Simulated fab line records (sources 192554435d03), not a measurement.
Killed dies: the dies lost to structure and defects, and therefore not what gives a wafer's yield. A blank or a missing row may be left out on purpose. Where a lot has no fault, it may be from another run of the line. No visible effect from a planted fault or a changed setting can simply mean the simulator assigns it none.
Code-filled problem report in 8D (eight disciplines) form :: flow n5_finfet :: the parts of the form that need people (team, actions taken, sign-off) are left out

== 1. WHAT IS WRONG ==
Mean of time_to_endpoint_s at N5_BEOL_M3_CMP_52: 2 s across 6 wafers in 2 lots; on wafers with no fault it is 64 s (standard deviation 3.1). That puts it -20 standard deviations away from the usual mean.
The step: polishes, stops on SiOC, t overpolish 6.8 s, target thk 40 nm.
The first sign was on wafer L552.3 at day 11 18:53, on cmp-01. The record holds 27 wafers of 10 lots with a number at this step. Rule for "out", or "out of limits": more than 4 standard deviations from the usual mean. All remaining wafers that have a number are taken as sound.

== 2. WHAT IT IS; WHAT IT IS NOT ==
question: which readings at this step
is: time_to_endpoint_s
is not: clearing_platen_rpm, motor_current_A

question: which lots
is: L552, L553
is not: L537, L542, L543, L546, L549, L555, L558, L559

question: which wafers of those lots
is: all that have a number
is not: -

question: read on which tools
is: cmp-01
is not: cmp-03, cmp-04

question: when
is: from day 11 18:53
is not: up to then (12 sound wafers); but 9 sound wafers of L555, L558, L559 came after

== 3. THE SUSPECTS, EACH WITH WHAT RULES IT OUT ==
Counting: a tool at a process step up to the reading stays a suspect if it ran every lot that is out and no sound lot after the first of them.
- ald_metal-01 at N5_BEOL_M3_ALD_84 (deposits TaN, pulse time 2 s, purge time 3 s, co reactant purge time 2 s): ruled out as a lasting fault. The sound lots L555 went through it after L552, its earliest lot that is out (day 11 15:53).
- ecd_cu-02 at N5_BEOL_M3_ECD_50 (material Cu, target thk 300 nm): ruled out as a lasting fault. The sound lots L555, L558, L559 went through it after L552, its earliest lot that is out (day 11 18:28).
- cmp-01 at N5_BEOL_M3_CMP_52 (polishes, stops on SiOC, t overpolish 6.8 s, target thk 40 nm): ruled out as a lasting fault. The sound lots L558 went through it after L552, its earliest lot that is out (day 11 18:53).
Left after counting: nothing in the record.

== 4. THE CAUSE (what the simulator had put in) ==
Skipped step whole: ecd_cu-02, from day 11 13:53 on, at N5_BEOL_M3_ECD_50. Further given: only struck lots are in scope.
The count ruled it out by mistake, since the rule takes a fault to strike every lot its tool runs from the start of the fault on, and this one did not do so.

== 5. THE CHAIN OF EFFECTS, in route order ==
Rows list readings where the struck wafers' mean (over those with a number) sits beyond 3 standard deviations from the usual. Readings are gone through only where the record gives a usual standard deviation; hours: the median, over the lots, of the time from a lot's start at the first step in this table giving one to that lot's start at this step; sigmas: the change measured in usual standard deviations.
hours: 0
step: N5_BEOL_M3_CMP_52
reading: time_to_endpoint_s
usual: 64 s
on struck wafers: 2
change: -62
sigmas: -20

hours: 122
step: N5_PASSIVATION_PROBE_49
reading: defect_limited_yield
usual: 90.9 %
on struck wafers: 0.0
change: -90.9
sigmas: -57

hours: 122
step: N5_PASSIVATION_PROBE_49
reading: killed_at_M0_to_M3
usual: 34
on struck wafers: 1105
change: +1071
sigmas: +99 or more

hours: 122
step: N5_PASSIVATION_PROBE_49
reading: killed_dies
usual: 107
on struck wafers: 1180
change: +1073
sigmas: +60

hours: 122
step: N5_PASSIVATION_PROBE_49
reading: killed_on_rim
usual: 14
on struck wafers: 152
change: +138
sigmas: +33

hours: 122
step: N5_PASSIVATION_PROBE_49
reading: sort_bin_5_function
usual: 5.3 %
on struck wafers: 95.8
change: +90.5
sigmas: +90

hours: 122
step: N5_PASSIVATION_PROBE_49
reading: sort_n_pass
usual: 1073
on struck wafers: 0
change: -1073
sigmas: -56

hours: 122
step: N5_PASSIVATION_PROBE_49
reading: sort_yield_pct
usual: 90.9 %
on struck wafers: 0.0
change: -90.9
sigmas: -57
Its process steps:
- N5_BEOL_M3_CMP_52: polishes, stops on SiOC, t overpolish 6.8 s, target thk 40 nm.
- N5_PASSIVATION_PROBE_49

== 6. WHAT WOULD HAVE CAUGHT IT SOONER ==
In this record no reading fell out of limits until day 11 18:53, 5 hours after the fault had begun at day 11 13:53.
